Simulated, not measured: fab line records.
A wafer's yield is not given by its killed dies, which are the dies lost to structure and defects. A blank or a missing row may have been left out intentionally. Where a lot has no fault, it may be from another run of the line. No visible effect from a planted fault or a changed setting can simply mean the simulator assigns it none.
Comparing a struck lot with a sound one    flow n5Finfet    33 out of 1938 route steps
Sound: these wafers, L757.1, L757.4, L757.6. Struck: wafer L764.1 (left out: L764.2, L764.6 of the same lot, which were not struck); the cause appears at the end.
Per side, at each step with rows, come the tool, then ch with its chambers, and then its first start. Under that, the readings that differ: sound wafers    struck wafers    difference of the means    sigmas: that difference in standard deviations of wafers without a fault.
alike: readings whose means differ by less than 2 such deviations, and words and numbers that are the same on both sides. not compared: withheld readings, readings that some wafer has no value for, bounds like >300 that may hide the same value, and numbers for which the record gives no deviation and whose values overlap.
A row with sigmas, a row that says differs or no value, or rows on one side alone: a step with any of these is where the two part. Numbers that don't overlap but have no deviation are shown without sigmas and don't part them. Lack of a reading on every wafer of one side parts them only where that side has two or more wafers.

N5_BEOL_M5_SPUTTER_83: material Cu, target thk 15 nm, time 27.62 s.
  sound: pvdSputter-01 at day 8 23:26; struck: pvdSputter-03 at day 10 11:59
  alike: chuckGasFlowSccm, throttleValvePct
N5_BEOL_M5_ANNEAL_84: time 1800 s.
  sound: pvdSputter-01 at day 8 23:31; struck: pvdSputter-03 at day 10 12:04
  alike: heaterPowerW
then, 5 steps without rows for these wafers: N5_BEOL_M5_SPUTTER_88 (material Cu, target thk 15 nm, time 27.62 s); N5_BEOL_M5_ANNEAL_89 (time 1800 s); N5_BEOL_M5_SPUTTER_90 (material Cu, target thk 4.5 nm, time 8.29 s); N5_BEOL_M5_ECD_50 (material Cu, target thk 300 nm); N5_BEOL_M5_ANNEAL_51 (time 90 s).
N5_BEOL_M5_CMP_52: polishes, stops on SiCOH lowk, t overpolish 6.9 s, target thk 62 nm.
  sound on cmp-01 ch 0,2,3, day 9 03:37; struck on cmp-03 ch 2, day 10 17:54
  alike: barrierFieldEndpointS, clearingPlatenDownForcePsi, motorCurrentA, overpolishRunS, timeToEndpointS
  not compared: padLifeWafers
N5_BEOL_M5_THK_MEAS_53: measures by xrf.
  sound: filmMetro-02 at day 9 03:53; struck: filmMetro-02 at day 10 18:11
  alike: M5_THK
N5_BEOL_M5_PRE_CLEAN_77: time 15 s.
  sound on cvdCo-02 ch 0,2, day 9 03:55; struck on cvdCo-02 ch 2, day 10 18:14
  alike: heaterPowerW
then, 2 steps without rows for these wafers: N5_BEOL_M5_CO_CAP_78 (material Co, precursor CCTBA/H2, target thk 2 nm, time 102.1 s); N5_BEOL_M5_PRE_CLEAN_55 (time 15 s).
N5_BEOL_M5_DEP_56: deposits SiCN from 3MS/NH3, target thk 8 nm, time 14 s.
  sound on pecvd-04 ch 0, day 9 04:05; struck on pecvd-04 ch 1, day 10 18:24
  alike: showerheadPlenumPTorr, showerheadVppV, throttleValvePct
N5_BEOL_M5_RS_MEAS_57: measurement is done with a four-point probe.
  sound: filmMetro-01 at day 9 04:10; struck: filmMetro-01 at day 10 18:29
  alike: M5_RS
N5_BEOL_M5_INSPECT_58: inspects for defects (darkfield).
  sound: defectInspect-01 at day 9 04:11; struck: defectInspect-01 at day 10 18:31
reading         sound      struck  difference  sigmas
rawDefectCount  103 87 84  1352    +1261       +60
then, 2 steps without rows for these wafers: N5_BEOL_M6_ILD_DEP_00 (deposits SiCOH lowk from DEMS/porogen, target thk 179.75 nm, time 33.4 s); N5_BEOL_M6_CURE_74 (cures SiCOH lowk, time 240 s).
N5_BEOL_M6_THK_MEAS_01:
  sound: filmMetro-02 at day 9 04:50; struck: filmMetro-01 at day 10 19:07
  alike: M6_ILD_THK
then, 1 step without rows for these wafers: N5_BEOL_M6_PECVD_70 (deposits SiO2 from TEOS/O2, target thk 20 nm, time 22.7 s).
N5_BEOL_M6_HM_DEP_02: deposits TiN, target thk 20 nm.
  sound: pvdSputter-02 at day 9 07:11; struck: pvdSputter-03 at day 10 19:27
  alike: throttleValvePct
then, 8 steps without rows for these wafers: N5_BEOL_M6_COAT_59 (time 60 s, resist thk 100 nm); N5_BEOL_M6_COAT_60 (time 60 s, resist thk 35 nm); N5_BEOL_M6_COAT_05 (resist thk 90 nm); N5_BEOL_M6_EBR_07; N5_BEOL_M6_SOFTBAKE_06 (time 60 s); N5_BEOL_M6_EXPOSE_08 (exposes mask M6); N5_BEOL_M6_PEB_09 (peb time 60 s); N5_BEOL_M6_DEVELOP_10 (develop time 30 s).
N5_BEOL_M6_CD_MEAS_11: the cd target is 38.5 nm.
  sound on cdSem-02 ch 0, day 9 07:40; struck on cdSem-01 ch 0, day 10 19:57
  alike: cdNm
N5_BEOL_M6_OVL_MEAS_12:
  sound on overlay-02 ch 0, day 9 07:44; struck on overlay-02 ch 0, day 10 19:59
  alike: M6_OVL
N5_BEOL_M6_INSPECT_13: inspects for defects (brightfield).
  sound: defectInspect-02 at day 9 07:46; struck: defectInspect-01 at day 10 20:00
reading         sound        struck  difference  sigmas
rawDefectCount  397 345 399  1645    +1265       +14
then, 1 step without rows for these wafers: N5_BEOL_M6_DESCUM_16 (chemistry O2, time 7.9 s).
-- record jumps: 4 days separate the struck wafers' starts on either side; left off in module BEOL_M6, taken up again in module PASSIVATION, whose first shown step is the route's number 1936 --
N5_PASSIVATION_PROBE_49:
  record: rows for the struck wafers here (prober-01, day 14 20:10), none for the sound ones

## WHERE THEY PART
Last at N5_PASSIVATION_PROBE_49 as far as this record goes, first at N5_BEOL_M5_INSPECT_58.

WHY: the cause the simulator had injected
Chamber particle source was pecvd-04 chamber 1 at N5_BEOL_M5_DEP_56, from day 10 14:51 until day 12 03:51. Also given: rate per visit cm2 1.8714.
